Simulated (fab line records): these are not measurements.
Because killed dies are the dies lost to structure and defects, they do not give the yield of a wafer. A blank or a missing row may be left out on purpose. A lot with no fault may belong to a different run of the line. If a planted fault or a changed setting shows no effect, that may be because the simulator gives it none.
fab line records	flow nand_harc
record: lots: 7	wafers: 21	last_day: 24
route steps=1159 shown P_CONTACT@234
lots that met no fault: from a run of the same line without faults
start_h: start of the lot's first displayed wafer, in hours after the record's first day	wait_h: hours from the lot's prior step to this one	" unchanged from the row above	L1.1+2: a single row standing in for several wafers	- no value, or no start was given	* or withheld: withheld	< > ~ a bound
route shown NAME@n: a module of which the file shows steps, and the number in the route of the first	usual: average and standard deviation across the fault-free wafers	same: alike in all rows	chamber/n: place in a boat	sites: the reading at each site	_std_site: the values' standard deviation	_edge_site: the outer-site mean with the inner-site mean subtracted	radius_mm: for every site, how far away it sits from the centre of the wafer	mask NAME#n: copy n	behind: the last tool/chamber to shape the wafer	hold: reason for holding the lot/hours on hold/outcome of the hold	device: names the non-switching transistor (n, p or np)	end of line: tests run on the same wafers once the route is complete	where a step has no rows: the recipe by itself	killed: count of dies lost to structure and defects at first sort (not the wafer's yield)	map: a wafer's dies, x killed, . not, _ none there
set.NAME: setting as actually run; set.NAME@STEP: the setting as run at that earlier step	model.NAME: the simulator's own value behind a step, which no gauge read
certain route steps with their lots: each step a table, each wafer a row
services: when a tool's chamber went out of use (start_h, in hours from the record's first day, below 0 if earlier), for how many hours, and the reason
== steps ==
step: NHARC_P_CONTACT_INSPECT_14
usual: raw_defect_count: 3.9/2.1
lot.wafer	tool	chamber	start_h	wait_h	raw_defect_count
L738.1	defect_inspect-01	-	151.17	0.0	0
L738.2	"	-	"	"	2
L738.5	"	-	"	"	3
L741.3	defect_inspect-02	-	158.35	0.0	6
L741.5	"	-	"	"	2
L741.6	"	-	"	"	2
L742.2	defect_inspect-01	-	162.36	0.0	3
L742.3	"	-	"	"	2
L742.6	"	-	"	"	3
L744.3	defect_inspect-01	-	194.21	0.0	3
L744.4	"	-	"	"	2
L744.6	"	-	"	"	3
L752.1	defect_inspect-01	-	221.31	0.0	7
L752.3	"	-	"	"	10
L752.4	"	-	"	"	8
L751.1	defect_inspect-02	-	226.45	0.0	2
L751.4	"	-	"	"	2
L751.5	"	-	"	"	3
L754.1	defect_inspect-01	-	237.67	0.0	5
L754.5	"	-	"	"	3
L754.6	"	-	"	"	4
step: NHARC_P_CONTACT_DESCUM_17
recipe: time_s: 3	o2_flow_sccm: 200	ar_flow_sccm: 0	bias_power_w: 0	chemistry: O2
usual: drypump_motor_current_A: 5.89/0.3	oes_product_au: 0.998/0.011	rf_vpp_V: 58.0/1	showerhead_plenum_p_Torr: 1.96/0.08	throttle_valve_pct: 11.311/0.0087
lot.wafer	tool	chamber	start_h	wait_h	drypump_motor_current_A	oes_product_au	rf_hours_counter_h	rf_vpp_V	showerhead_plenum_p_Torr	throttle_valve_pct
L738.1	rie_diel-13	1	151.23	0.1	5.70	0.995	5	60.3	2.03	11.299
L738.2	"	3	"	"	6.15	1.001	5	58.7	2.06	11.302
L738.5	"	1	"	"	5.69	0.989	-	57.7	2.03	11.292
L741.3	rie_diel-13	0	158.44	0.1	5.66	1.006	5	57.2	1.87	11.307
L741.5	"	1	"	"	5.69	0.982	-	57.7	2.03	11.322
L741.6	"	2	"	"	5.75	0.989	-	58.0	1.90	11.319
L742.3	rie_diel-02	1	162.42	0.1	6.40	1.002	0	57.4	1.87	11.315
L742.2	"	3	"	"	6.03	1.007	0	58.8	2.03	11.311
L742.6	"	2	"	"	5.71	0.985	-	55.7	1.86	11.309
L744.3	rie_diel-02	0	194.27	0.1	5.82	1.006	4	59.7	2.04	11.304
L744.4	"	2	"	"	5.71	0.988	4	56.7	1.86	11.309
L744.6	"	0	"	"	5.85	0.993	-	58.5	2.04	11.309
L752.4	rie_diel-02	3	221.37	0.1	6.09	1.008	7	57.4	2.03	11.321
L752.1	"	0	"	"	5.82	0.991	7	56.4	2.04	11.302
L752.3	"	2	"	"	5.70	0.996	7	58.5	1.86	11.308
L751.4	rie_diel-13	0	226.52	0.1	5.64	1.015	12	58.9	1.87	11.302
L751.1	"	2	"	"	5.72	0.987	12	57.2	1.90	11.305
L751.5	"	0	"	"	5.65	1.004	-	56.5	1.87	11.317
L754.1	rie_diel-13	1	237.76	0.1	5.72	0.995	13	57.4	2.03	11.321
L754.5	"	2	"	"	5.73	0.986	-	58.8	1.90	11.325
L754.6	"	3	"	"	6.14	1.002	-	58.2	2.06	11.321
step: NHARC_P_CONTACT_ETCH_35
recipe: target_depth_a: 390	over_etch_frac: 0.3	time_s: 65	ion_energy_ev: 80	cf4_flow_sccm: 150	ar_flow_sccm: 0	rf_w: 300	bias_w: 100	chemistry: CF4
step: NHARC_P_CONTACT_ETCH_36
recipe: target_depth_a: 2600	over_etch_frac: 0.25	time_s: 406.25	ion_energy_ev: 200	n2_flow_sccm: 150	h2_flow_sccm: 150	ar_flow_sccm: 0	rf_w: 400	bias_w: 150	chemistry: N2/H2
usual: drypump_motor_current_A: 5.86/0.3	oes_product_au: 0.998/0.01	rf_fwd_power_W: 399.2/1	rf_vpp_V: 432.1/2.6	showerhead_plenum_p_Torr: 2.10/0.088	throttle_valve_pct: 14.172/0.0099
lot.wafer	tool	chamber	start_h	wait_h	drypump_motor_current_A	oes_product_au	rf_fwd_power_W	rf_hours_counter_h	rf_vpp_V	showerhead_plenum_p_Torr	throttle_valve_pct
L738.2	rie_diel-13	2	-	-	5.73	1.001	399.4	5	429.5	2.03	14.180
L738.1	"	0	"	"	5.65	1.017	400.3	5	430.8	1.99	14.171
L738.5	"	2	"	"	5.72	0.994	400.2	-	429.4	2.03	14.183
L741.3	rie_diel-13	3	-	-	6.21	1.000	397.7	6	434.6	2.20	14.169
L741.5	"	2	"	"	5.74	0.998	399.0	-	431.1	2.03	14.150
L741.6	"	3	"	"	6.18	0.999	397.1	-	432.7	2.20	14.178
L742.3	rie_diel-02	3	-	-	6.06	0.997	399.7	0	434.8	2.16	14.147
L742.2	"	0	"	"	5.85	0.998	400.8	0	435.3	2.18	14.162
L742.6	"	1	"	"	6.40	1.015	399.2	-	429.0	2.00	14.166
L744.3	rie_diel-02	0	-	-	5.85	1.006	399.9	4	435.1	2.18	14.171
L744.4	"	1	"	"	6.38	1.011	400.4	4	428.2	2.00	14.164
L744.6	"	0	"	"	5.82	0.995	400.7	-	433.4	2.18	14.181
L752.4	rie_diel-02	3	-	-	6.08	1.003	400.4	7	434.1	2.16	14.167
L752.1	"	0	"	"	5.83	0.988	398.7	7	435.2	2.18	14.168
L752.3	"	1	"	"	6.39	1.002	399.1	7	430.0	1.99	14.181
L751.1	rie_diel-13	2	-	-	5.70	0.994	398.5	12	430.1	2.03	14.148
L751.4	"	1	"	"	5.68	0.985	399.5	12	434.8	2.17	14.158
L751.5	"	3	"	"	6.18	1.005	397.5	-	436.1	2.20	14.176
L754.1	rie_diel-13	1	-	-	5.72	0.992	398.8	14	432.0	2.17	14.165
L754.5	"	1	"	"	5.75	0.991	399.1	-	434.1	2.17	14.165
L754.6	"	2	"	"	5.68	0.987	398.6	-	430.8	2.02	14.167
step: NHARC_P_CONTACT_ETCH_18
recipe: target_depth_a: 4810	time_s: 240.5	c4f8_flow_sccm: 20	o2_flow_sccm: 10	ar_flow_sccm: withheld	rf_w: 600	bias_w: 1500	chemistry: C4F8/O2/Ar
usual: oes_product_au: 0.963/0.017	rf_fwd_power_W: 598.1/1.8	rf_vpp_V: 981/5.5
lot.wafer	tool	chamber	start_h	wait_h	oes_product_au	rf_fwd_power_W	rf_hours_counter_h	rf_vpp_V
L738.1	rie_diel-13	3	-	-	0.985	594.2	5	988
L738.2	"	2	"	"	0.954	595.3	5	977
L738.5	"	0	"	"	0.977	599.7	-	975
L741.3	rie_diel-13	0	-	-	0.954	596.2	6	974
L741.5	"	1	"	"	0.923	598.5	-	987
L741.6	"	2	"	"	0.914	597.9	-	978
L742.3	rie_diel-02	0	-	-	0.974	598.2	0	988
L742.2	"	2	"	"	0.958	598.8	1	975
L742.6	"	1	"	"	0.963	596.6	-	975
L744.4	rie_diel-02	1	-	-	0.974	598.0	4	975
L744.3	"	2	"	"	0.977	599.6	4	974
L744.6	"	1	"	"	0.973	595.9	-	975
L752.4	rie_diel-02	3	-	-	0.955	597.8	7	987
L752.3	"	1	"	"	0.981	597.6	7	976
L752.1	"	2	"	"	0.983	596.8	7	975
L751.4	rie_diel-13	3	-	-	0.953	595.2	11	986
L751.1	"	2	"	"	0.960	597.9	12	978
L751.5	"	0	"	"	0.966	597.3	-	975
L754.1	rie_diel-13	1	-	-	0.974	599.9	14	985
L754.6	"	1	"	"	0.966	599.0	-	987
L754.5	"	2	"	"	0.953	599.4	-	978
step: NHARC_P_CONTACT_STRIP_37
recipe: c4f8_flow_sccm: withheld	o2_flow_sccm: 8	ar_flow_sccm: withheld	bias_w: 0	chemistry: C4F8/O2/Ar
step: NHARC_P_CONTACT_ETCH_31
recipe: target_depth_a: 300	time_s: 85.7	ion_energy_ev: 120	over_etch_frac: 1	ch3f_flow_sccm: 50	o2_flow_sccm: 30	ar_flow_sccm: 200	rf_w: 500	bias_w: 100	chemistry: CH3F/O2
step: NHARC_P_CONTACT_CD_MEAS_19
usual: cd_nm: 89.9/1.9
lot.wafer	tool	chamber	start_h	wait_h	cd_nm
L738.1	cd_sem-01	-	152.10	-	90.2
L738.2	"	-	"	"	92.2
L738.5	"	-	"	"	92.3
L741.3	cd_sem-01	-	159.29	-	90.8
L741.5	"	-	"	"	90.2
L741.6	"	-	"	"	89.7
L742.2	cd_sem-03	-	163.30	-	89.5
L742.3	"	-	"	"	92.4
L742.6	"	-	"	"	90.8
L744.3	cd_sem-02	-	195.15	-	88.7
L744.4	"	-	"	"	88.6
L744.6	"	-	"	"	91.3
L752.1	cd_sem-03	-	222.24	-	88.7
L752.3	"	-	"	"	90.6
L752.4	"	-	"	"	92.3
L751.1	cd_sem-02	-	227.38	-	88.9
L751.4	"	-	"	"	90.1
L751.5	"	-	"	"	91.7
L754.1	cd_sem-01	-	238.60	-	90.8
L754.5	"	-	"	"	92.8
L754.6	"	-	"	"	90.9
step: NHARC_P_CONTACT_STRIP_28
recipe: o2_flow_sccm: 500	ar_flow_sccm: 0	bias_w: 0	chemistry: O2
step: NHARC_P_CONTACT_STRIP_29
recipe: time_s: 1200	temp_c: 72.5	chemistry: post_etch_residue_remover
step: NHARC_P_CONTACT_DEGAS_38
recipe: temp_c: 300	time_s: 60
usual: heater_power_w: 484/57
lot.wafer	tool	chamber	start_h	wait_h	heater_power_w
L738.1	pvd_sputter-01	-	152.82	-	450
L738.2	"	-	"	"	467
L738.5	"	-	"	"	449
L741.3	pvd_sputter-02	-	160.02	-	502
L741.5	"	-	"	"	540
L741.6	"	-	"	"	513
L742.2	pvd_sputter-03	-	164.02	-	428
L742.3	"	-	"	"	494
L742.6	"	-	"	"	508
L744.4	pvd_sputter-02	-	195.86	-	392
L744.3	"	-	"	"	510
L744.6	"	-	"	"	387
L752.3	pvd_sputter-01	-	222.97	-	440
L752.1	"	-	"	"	492
L752.4	"	-	"	"	505
L751.1	pvd_sputter-01	-	228.09	-	479
L751.4	"	-	"	"	453
L751.5	"	-	"	"	487
L754.1	pvd_sputter-01	-	239.33	-	503
L754.5	"	-	"	"	446
L754.6	"	-	"	"	494
step: NHARC_P_CONTACT_PRE_CLEAN_39
recipe: time_s: 19.5	bias_v: 250	gas: Ar
step: NHARC_P_CONTACT_PVD_32
recipe: target_thk_a: 50	chamber_pressure_pa: 5	power_w: 5000	substrate_temp_c: 200	time_s: 17.7	material: Ti
usual: cathode_dc_power_W: 5000.0/0.94	chamber_pressure_pa: 5.000/0.0091	throttle_valve_pct: 29.9/1.1
lot.wafer	tool	chamber	start_h	wait_h	cathode_dc_power_W	chamber_pressure_pa	throttle_valve_pct
L738.2	pvd_sputter-01	-	152.94	-	5000.4	5.005	30.1
L738.1	"	-	"	"	5001.1	5.001	29.9
L738.5	"	-	"	"	5000.2	5.011	30.9
L741.3	pvd_sputter-02	-	160.14	-	4999.9	5.021	29.1
L741.5	"	-	"	"	4998.1	5.018	30.9
L741.6	"	-	"	"	5002.3	5.011	29.2
L742.2	pvd_sputter-03	-	164.15	-	5000.5	5.009	29.3
L742.3	"	-	"	"	4999.9	4.997	31.9
L742.6	"	-	"	"	4999.2	5.007	29.3
L744.4	pvd_sputter-02	-	195.98	-	4999.8	4.996	28.4
L744.3	"	-	"	"	5000.8	5.026	28.5
L744.6	"	-	"	"	4998.5	5.011	28.4
L752.4	pvd_sputter-01	-	223.09	-	-	-	-
L752.1	"	-	"	"	-	-	-
L752.3	"	-	"	"	-	-	-
L751.1	pvd_sputter-01	-	228.26	-	-	-	-
L751.4	"	-	"	"	-	-	-
L751.5	"	-	"	"	-	-	-
L754.1	pvd_sputter-01	-	239.47	-	-	-	-
L754.5	"	-	"	"	-	-	-
L754.6	"	-	"	"	-	-	-
step: NHARC_P_CONTACT_ALD_22
recipe: target_thk_a: 30	pulse_time_s: 1	ald_cycles: 150	temp_c: 450	material: TiN
usual: heater_power_w: 1145/130	precursor_pulse_height_rel: 1.000/0.019
same: pulse_time_s: 1
lot.wafer	tool	chamber	start_h	wait_h	heater_power_w	precursor_pulse_height_rel
L738.1	ald_metal-04	2	153.06	-	1371	0.993
L738.2	"	1	"	"	1021	0.974
L738.5	"	2	"	"	1337	0.985
L741.3	ald_metal-02	1	160.27	-	1197	0.994
L741.5	"	0	"	"	1043	0.982
L741.6	"	1	"	"	1198	0.999
L742.2	ald_metal-04	3	164.30	-	1332	0.988
L742.3	"	1	"	"	993	1.018
L742.6	"	2	"	"	1363	1.024
L744.4	ald_metal-02	3	196.09	-	895	0.996
L744.3	"	1	"	"	1214	0.975
L744.6	"	3	"	"	879	1.002
L752.1	ald_metal-04	1	223.21	-	1029	1.033
L752.4	"	3	"	"	1328	1.025
L752.3	"	0	"	"	1071	0.994
L751.1	ald_metal-02	2	228.41	-	1179	0.968
L751.4	"	0	"	"	1085	1.006
L751.5	"	2	"	"	1218	1.013
L754.1	ald_metal-02	1	239.55	-	1232	0.997
L754.5	"	1	"	"	1196	1.018
L754.6	"	0	"	"	1086	1.033
== services ==
tool	chamber	start_h	hours	kind
rie_diel-13	0	132.50	-	clean
rie_diel-13	1	132.50	-	clean
rie_diel-13	2	132.50	-	clean
rie_diel-13	3	132.50	-	clean
rie_diel-02	-	150.71	9.0	pm
rie_diel-13	0	157.00	-	clean
rie_diel-13	1	157.00	-	clean
rie_diel-13	2	157.00	-	clean
rie_diel-13	3	157.00	-	clean
pvd_sputter-01	-	158.02	10.0	pm
rie_diel-13	0	181.50	-	clean
rie_diel-13	1	181.50	-	clean
rie_diel-13	2	181.50	-	clean
rie_diel-13	3	181.50	-	clean
ald_metal-02	-	186.00	10.0	pm
ald_metal-04	2	194.20	10.8	repair
rie_diel-13	3	200.90	8.6	repair
rie_diel-13	0	206.00	-	clean
ald_metal-02	1	209.48	26.4	repair
pvd_sputter-02	-	210.87	8.0	repair
pvd_sputter-02	-	218.88	10.0	pm
rie_diel-02	3	222.69	4.1	repair
ald_metal-02	3	225.86	27.1	repair
ald_metal-04	-	228.16	10.0	pm
== key ==
first_sign: step: NHARC_P_CONTACT_PVD_32	reading: tool_record	direction: missing
effect none on later readings
met_at NHARC_P_CONTACT_PVD_32
struck_wafers L751.1,L751.4,L751.5,L752.1,L752.3,L752.4,L754.1,L754.5,L754.6
sort_left_out L751.1,L751.4,L751.5,L752.1,L752.3,L752.4,L754.1,L754.5,L754.6
tester_left_out L751,L752,L754
onset_between 152.94 223.09
fault: kind: skipped_step_whole	tool: pvd_sputter-01	chamber: -	onset_h: 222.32	steps: NHARC_P_CONTACT_PVD_32	scope: struck_lots_only
tester_left_out: of these lots the tester's yield and bins aren't shown, on N5 and GAA mostly nor the transistor test; their killed dies are dies lost to structure and defects alone, not to doping, threshold or leakage, so they don't give the yield
sort_left_out: the simulated sort isn't trusted on such a fault, so these wafers' sort isn't shown, and their yield isn't known
